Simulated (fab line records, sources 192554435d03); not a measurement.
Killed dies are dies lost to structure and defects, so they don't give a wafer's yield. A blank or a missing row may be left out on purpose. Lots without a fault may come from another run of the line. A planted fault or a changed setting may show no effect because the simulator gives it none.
A struck lot beside a sound one | flow n5_finfet | 26 steps out of a route of 1938
Sound: wafers L713.2, L713.4, L713.5. Struck: wafers L724.3, L724.5, L724.6. The cause comes at the end.
At each step with rows: each side's tool, then ch and its chambers, then its first start. Under that, the readings that differ: sound wafers | struck wafers | difference of the means | sigmas: that difference in standard deviations of wafers without a fault.
alike: readings whose means differ by less than 2 such deviations, and words and numbers that are the same on both sides. not compared: withheld readings, readings that some wafer has no value for, bounds like >300 that may hide the same value, and numbers for which the record gives no deviation and whose values overlap.
The two part at a step that has a row with sigmas, a row that says differs or no value, or rows on one side only. Numbers that don't overlap but have no deviation are shown without sigmas and don't part them. A reading that every wafer of one side lacks parts them only if that side has two wafers or more.

first, 5 steps without rows for these wafers: N5_DUMMY_GATE_PRECLEAN_33 (cleans in dHF, time 10 s); N5_DUMMY_GATE_PRECLEAN_25 (cleans in O3/DIW, time 45 s); N5_DUMMY_GATE_PRECLEAN_51 (cleans in SC2, time 45 s); N5_DUMMY_GATE_SRD_26 (time 30 s); N5_DUMMY_GATE_UV_OZONE_45 (time 120 s).
N5_DUMMY_GATE_INSPECT_27: inspects for defects (brightfield).
  sound on defect_inspect-02, day 4 18:49; struck on defect_inspect-02, day 7 17:19
  alike: raw_defect_count
N5_SPACER0_ALD_07: deposits SiNx, target thk 2 nm.
  sound on ald_sin-03 ch 0,1,2, day 4 18:52; struck on ald_sin-03 ch 0,3, day 7 17:21
  alike: heater_power_w
N5_SPACER0_ALD_00: deposits SiOCN, target thk 3.5 nm, pulse time 3 s, purge time 2 s.
  sound on ald_sin-03 ch 0,1,2, day 4 19:01; struck on ald_sin-03 ch 0,3, day 7 17:31
  alike: heater_power_w, precursor_pulse_height_rel
N5_SPACER0_ALD_08: deposits SiNx, target thk 2 nm.
  sound on ald_sin-03 ch 0,1,2, day 4 19:16; struck on ald_sin-03 ch 0,3, day 7 17:46
  alike: heater_power_w
N5_SPACER0_INSPECT_04: inspects for defects (darkfield).
  sound on defect_inspect-01, day 4 19:26; struck on defect_inspect-02, day 7 17:55
  alike: raw_defect_count
then, 2 steps without rows for these wafers: N5_SD_EPI_N_COAT_32 (time 60 s, resist thk 350 nm); N5_SD_EPI_N_COAT_33 (time 60 s, resist thk 35 nm).
N5_SD_EPI_N_COAT_03: resist thk 150 nm.
  sound on litho_track-05 ch 0, day 4 19:28; struck on litho_track-05 ch 0, day 7 17:58
  reading                                             | sound                | struck               | difference | sigmas
  spin_speed_rpm (rpm)                                | 1500.8 1500.1 1500.6 | 1422.5 1421.6 1420.3 | -79.0      | -86
  model.CAR-ArF-block_of_SD_EPI_N_COAT_03.thk_nm (nm) | 150.8 150.2 149.8    | 153.8 154 154        | +3.7       |
then, 5 steps without rows for these wafers: N5_SD_EPI_N_EBR_05; N5_SD_EPI_N_SOFTBAKE_04 (time 60 s); N5_SD_EPI_N_EXPOSE_06 (exposes mask SD N BLK, target cd 120 nm); N5_SD_EPI_N_PEB_07 (peb time 60 s); N5_SD_EPI_N_DEVELOP_08 (develop time 30 s).
N5_SD_EPI_N_CD_MEAS_09: target cd 120 nm.
  sound on cd_sem-01 ch 0, day 4 19:42; struck on cd_sem-01 ch 0, day 7 18:19
  alike: cd_nm
N5_SD_EPI_N_OVL_MEAS_10:
  sound on overlay-01 ch 0, day 4 19:44; struck on overlay-02 ch 0, day 7 18:21
  alike: SD_N_BLK_OVL
N5_SD_EPI_N_INSPECT_11: inspects for defects (macro).
  sound on defect_inspect-02, day 4 19:45; struck on defect_inspect-01, day 7 18:23
  alike: raw_defect_count
N5_SD_EPI_N_DESCUM_14: chemistry O2, time 7.9 s.
  sound on rie_diel-06 ch 0,1,3, day 4 19:47; struck on rie_diel-06 ch 0,1, day 7 18:25
  alike: drypump_motor_current_A, oes_product_au, rf_vpp_V, showerhead_plenum_p_Torr, temp_c, throttle_valve_pct
  not compared: rf_hours_counter_h
N5_SD_EPI_N_ETCH_34: etches SiARC in CF4, target depth 45.5 nm, time 75.8 s.
  sound on rie_diel-06 ch 0,1,3, day 4 19:49; struck on rie_diel-06 ch 0,1, day 7 18:26
  reading                                             | sound           | struck            | difference | sigmas
  model.CAR-ArF-block_of_SD_EPI_N_COAT_03.thk_nm (nm) | 112 111.4 110.8 | 114.6 114.8 114.6 | +3.3       |
  alike: drypump_motor_current_A, etch_rf_on_time_s, oes_product_au, rf_vpp_V, showerhead_plenum_p_Torr, throttle_valve_pct
  not compared: rf_hours_counter_h
N5_SD_EPI_N_ETCH_35: etches SOC in N2/H2, overetch 108 nm, time 486 s.
  sound on rie_diel-06 ch 0,1,3, day 4 19:53; struck on rie_diel-06 ch 0,1, day 7 18:30
  alike: drypump_motor_current_A, oes_product_au, rf_vpp_V, showerhead_plenum_p_Torr, temp_c, throttle_valve_pct
  not compared: rf_hours_counter_h
-- the record jumps here: 5 days lie between the struck wafers' starts before and after (it left off in module SD_EPI_N and takes up again in module BEOL_M4, whose first step shown is number 1111 of the route) --
N5_BEOL_M4_RC_MEAS_101:
  sound on prober-01 ch 0, day 9 16:50; struck on prober-01 ch 0, day 12 12:43
  alike: DIBL_N, DIBL_P, IOFF_N, IOFF_P, ION_N, ION_P, SS_N, SS_P, VT_N, VT_P
then, 1 step without rows for these wafers: N5_PASSIVATION_PROBE_49.

WHERE THEY PART
Only at N5_SD_EPI_N_COAT_03, within this record. Later steps at which nothing parts them and some readings are alike: N5_SD_EPI_N_CD_MEAS_09, N5_SD_EPI_N_OVL_MEAS_10, N5_SD_EPI_N_INSPECT_11, N5_SD_EPI_N_DESCUM_14, N5_SD_EPI_N_ETCH_34, N5_SD_EPI_N_ETCH_35, N5_BEOL_M4_RC_MEAS_101.

WHY: what the simulator had put in
Process parameter drift: litho_track-05, from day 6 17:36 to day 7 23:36, at N5_SD_EPI_N_COAT_03. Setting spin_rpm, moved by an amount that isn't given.
